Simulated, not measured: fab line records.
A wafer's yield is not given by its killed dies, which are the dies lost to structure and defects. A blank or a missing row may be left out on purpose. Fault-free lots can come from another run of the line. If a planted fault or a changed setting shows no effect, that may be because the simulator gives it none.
Split-lot trial || flow n5 finfet || on a route of 1938 steps: 7 lots, 39 wafers read

== ON THE SPLIT ==
At N5_GATE_CUT_ETCH_58 (etches SiNx in CH3F/O2, target depth 17 nm, time 128.6 s), the setting source w was moved away from the recipe's 415 W on 15 of the 39 wafers read, by -17.9% to +15.5%. The other wafers ran this setting at the recipe's value.

The reading is taken at the split's own step.

== THE READING ==
rf vpp V, in V, at N5_GATE_CUT_ETCH_58 (etches SiNx in CH3F/O2, target depth 17 nm, time 128.6 s). Fault-free wafers of this fab line usually give 99.1 V, standard deviation 0.94 V.

{"wafer": "L074.2", "tool, chamber at the split": "rie diel-03, 1", "source w as run, W": 415, "against the recipe": "recipe", "rf vpp V, V": 99.1, "against lot-mates on the recipe": "-"}
{"wafer": "L074.3", "tool, chamber at the split": "rie diel-03, 3", "source w as run, W": 415, "against the recipe": "recipe", "rf vpp V, V": 100.0, "against lot-mates on the recipe": "-"}
{"wafer": "L074.6", "tool, chamber at the split": "rie diel-03, 1", "source w as run, W": 415, "against the recipe": "recipe", "rf vpp V, V": 99.0, "against lot-mates on the recipe": "-"}
{"wafer": "L082.1", "tool, chamber at the split": "rie diel-06, 1", "source w as run, W": 415, "against the recipe": "recipe", "rf vpp V, V": 97.9, "against lot-mates on the recipe": "-"}
{"wafer": "L082.2", "tool, chamber at the split": "rie diel-06, 2", "source w as run, W": 415, "against the recipe": "recipe", "rf vpp V, V": 99.3, "against lot-mates on the recipe": "-"}
{"wafer": "L082.3", "tool, chamber at the split": "rie diel-06, 3", "source w as run, W": 415, "against the recipe": "recipe", "rf vpp V, V": 98.4, "against lot-mates on the recipe": "-"}
{"wafer": "L082.4", "tool, chamber at the split": "rie diel-06, 3", "source w as run, W": 415, "against the recipe": "recipe", "rf vpp V, V": 100.5, "against lot-mates on the recipe": "-"}
{"wafer": "L082.5", "tool, chamber at the split": "rie diel-06, 1", "source w as run, W": 415, "against the recipe": "recipe", "rf vpp V, V": 99.2, "against lot-mates on the recipe": "-"}
{"wafer": "L082.6", "tool, chamber at the split": "rie diel-06, 2", "source w as run, W": 415, "against the recipe": "recipe", "rf vpp V, V": 99.5, "against lot-mates on the recipe": "-"}
{"wafer": "L088.1", "tool, chamber at the split": "rie diel-05, 2", "source w as run, W": 415, "against the recipe": "recipe", "rf vpp V, V": 97.8, "against lot-mates on the recipe": "-"}
{"wafer": "L088.2", "tool, chamber at the split": "rie diel-05, 1", "source w as run, W": 449.7, "against the recipe": "+8.4%", "rf vpp V, V": 94.6, "against lot-mates on the recipe": -4.0}
{"wafer": "L088.3", "tool, chamber at the split": "rie diel-05, 3", "source w as run, W": 449.7, "against the recipe": "+8.4%", "rf vpp V, V": 96.2, "against lot-mates on the recipe": -2.4}
{"wafer": "L088.4", "tool, chamber at the split": "rie diel-05, 0", "source w as run, W": 415, "against the recipe": "recipe", "rf vpp V, V": 99.4, "against lot-mates on the recipe": "-"}
{"wafer": "L088.5", "tool, chamber at the split": "rie diel-05, 3", "source w as run, W": 449.7, "against the recipe": "+8.4%", "rf vpp V, V": 95.6, "against lot-mates on the recipe": -3.0}
{"wafer": "L088.6", "tool, chamber at the split": "rie diel-05, 0", "source w as run, W": 415, "against the recipe": "recipe", "rf vpp V, V": 98.6, "against lot-mates on the recipe": "-"}
{"wafer": "L090.1", "tool, chamber at the split": "rie diel-03, 2", "source w as run, W": 340.7, "against the recipe": "-17.9%", "rf vpp V, V": 105.8, "against lot-mates on the recipe": "+6.5"}
{"wafer": "L090.2", "tool, chamber at the split": "rie diel-03, 3", "source w as run, W": 340.7, "against the recipe": "-17.9%", "rf vpp V, V": 105.1, "against lot-mates on the recipe": "+5.8"}
{"wafer": "L090.3", "tool, chamber at the split": "rie diel-03, 1", "source w as run, W": 340.7, "against the recipe": "-17.9%", "rf vpp V, V": 104.9, "against lot-mates on the recipe": "+5.6"}
{"wafer": "L090.4", "tool, chamber at the split": "rie diel-03, 0", "source w as run, W": 415, "against the recipe": "recipe", "rf vpp V, V": 98.1, "against lot-mates on the recipe": "-"}
{"wafer": "L090.5", "tool, chamber at the split": "rie diel-03, 2", "source w as run, W": 415, "against the recipe": "recipe", "rf vpp V, V": 99.8, "against lot-mates on the recipe": "-"}
{"wafer": "L090.6", "tool, chamber at the split": "rie diel-03, 3", "source w as run, W": 415, "against the recipe": "recipe", "rf vpp V, V": 100.1, "against lot-mates on the recipe": "-"}
{"wafer": "L092.1", "tool, chamber at the split": "rie diel-05, 3", "source w as run, W": 415, "against the recipe": "recipe", "rf vpp V, V": 99.3, "against lot-mates on the recipe": "-"}
{"wafer": "L092.2", "tool, chamber at the split": "rie diel-05, 2", "source w as run, W": 415, "against the recipe": "recipe", "rf vpp V, V": 99.4, "against lot-mates on the recipe": "-"}
{"wafer": "L092.3", "tool, chamber at the split": "rie diel-05, 0", "source w as run, W": 479.5, "against the recipe": "+15.5%", "rf vpp V, V": 94.2, "against lot-mates on the recipe": -5.2}
{"wafer": "L092.4", "tool, chamber at the split": "rie diel-05, 1", "source w as run, W": 479.5, "against the recipe": "+15.5%", "rf vpp V, V": 94.4, "against lot-mates on the recipe": -5.0}
{"wafer": "L092.5", "tool, chamber at the split": "rie diel-05, 0", "source w as run, W": 415, "against the recipe": "recipe", "rf vpp V, V": 99.5, "against lot-mates on the recipe": "-"}
{"wafer": "L092.6", "tool, chamber at the split": "rie diel-05, 1", "source w as run, W": 479.5, "against the recipe": "+15.5%", "rf vpp V, V": 94.6, "against lot-mates on the recipe": -4.8}
{"wafer": "L093.1", "tool, chamber at the split": "rie diel-06, 2", "source w as run, W": 415, "against the recipe": "recipe", "rf vpp V, V": 99.3, "against lot-mates on the recipe": "-"}
{"wafer": "L093.2", "tool, chamber at the split": "rie diel-06, 0", "source w as run, W": 415, "against the recipe": "recipe", "rf vpp V, V": 98.9, "against lot-mates on the recipe": "-"}
{"wafer": "L093.3", "tool, chamber at the split": "rie diel-06, 1", "source w as run, W": 415, "against the recipe": "recipe", "rf vpp V, V": 99.8, "against lot-mates on the recipe": "-"}
{"wafer": "L093.4", "tool, chamber at the split": "rie diel-06, 0", "source w as run, W": 462.4, "against the recipe": "+11.4%", "rf vpp V, V": 96.0, "against lot-mates on the recipe": -3.3}
{"wafer": "L093.5", "tool, chamber at the split": "rie diel-06, 1", "source w as run, W": 462.4, "against the recipe": "+11.4%", "rf vpp V, V": 97.3, "against lot-mates on the recipe": -2.0}
{"wafer": "L093.6", "tool, chamber at the split": "rie diel-06, 2", "source w as run, W": 462.4, "against the recipe": "+11.4%", "rf vpp V, V": 96.3, "against lot-mates on the recipe": -3.0}
{"wafer": "L096.1", "tool, chamber at the split": "rie diel-06, 3", "source w as run, W": 394, "against the recipe": "-5.1%", "rf vpp V, V": 102.9, "against lot-mates on the recipe": "+3.4"}
{"wafer": "L096.2", "tool, chamber at the split": "rie diel-06, 2", "source w as run, W": 415, "against the recipe": "recipe", "rf vpp V, V": 98.5, "against lot-mates on the recipe": "-"}
{"wafer": "L096.3", "tool, chamber at the split": "rie diel-06, 1", "source w as run, W": 415, "against the recipe": "recipe", "rf vpp V, V": 99.5, "against lot-mates on the recipe": "-"}
{"wafer": "L096.4", "tool, chamber at the split": "rie diel-06, 0", "source w as run, W": 394, "against the recipe": "-5.1%", "rf vpp V, V": 100.7, "against lot-mates on the recipe": "+1.2"}
{"wafer": "L096.5", "tool, chamber at the split": "rie diel-06, 2", "source w as run, W": 394, "against the recipe": "-5.1%", "rf vpp V, V": 100.5, "against lot-mates on the recipe": "+1.0"}
{"wafer": "L096.6", "tool, chamber at the split": "rie diel-06, 1", "source w as run, W": 415, "against the recipe": "recipe", "rf vpp V, V": 100.5, "against lot-mates on the recipe": "-"}

FIT RESULTS
A straight line over all 39 wafers: rf vpp V changes by -0.326 V for each +1% of source w; r = -0.95; the points scatter about the line by 0.84 V.
The same after taking each lot's own level away (the mean of its wafers on the recipe; 39 wafers): -0.32 V for each +1%; r = -0.96; scatter 0.74 V.
On that fit, the largest move of source w shifts the reading by 5.7 V.
Measured against the standard deviation above, the lots' own levels, which go from 98.60 to 99.50 V, span 1.0 times it.
Hence the lot-to-lot level has little effect on the slope; both slopes agree.
Check: +5.65 V against its lot-mates is what the line predicts for one of the wafers moved furthest among these (-17.9%) when that wafer is left out of the fit. Against them it came out at +6.47 V.
Tool readings at the split's step, against how far the setting was moved: rf vpp V r = -0.95.

== ADDITIONAL SPLITS CARRIED BY THESE WAFERS ==
Other splits were also applied to these wafers ahead of the reading. Each is held against what the fit with the lots' levels taken away leaves over:
{"other split on the same wafers": "N5_FIN_SAQP_ALD_61 ald cycles", "wafers away from the commonest value": 18, "r with rf vpp V (lot level and that fit taken away)": "+0.00"}
{"other split on the same wafers": "N5_FIN_CUT_CUT_ETCH_15 target depth a", "wafers away from the commonest value": 18, "r with rf vpp V (lot level and that fit taken away)": "+0.30"}
{"other split on the same wafers": "N5_DUMMY_GATE_ALD_02 target thk a", "wafers away from the commonest value": 15, "r with rf vpp V (lot level and that fit taken away)": -0.07}
{"other split on the same wafers": "N5_DUMMY_GATE_ETCH_37 source w", "wafers away from the commonest value": 9, "r with rf vpp V (lot level and that fit taken away)": -0.17}
{"other split on the same wafers": "N5_DUMMY_GATE_ETCH_32 time s", "wafers away from the commonest value": 15, "r with rf vpp V (lot level and that fit taken away)": "+0.00"}
{"other split on the same wafers": "N5_DUMMY_GATE_ETCH_44 target depth a", "wafers away from the commonest value": 15, "r with rf vpp V (lot level and that fit taken away)": "+0.34"}

== FILE'S OWN FIT ==
rf vpp V changes by -0.32 V for each +1% of source w, r = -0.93.
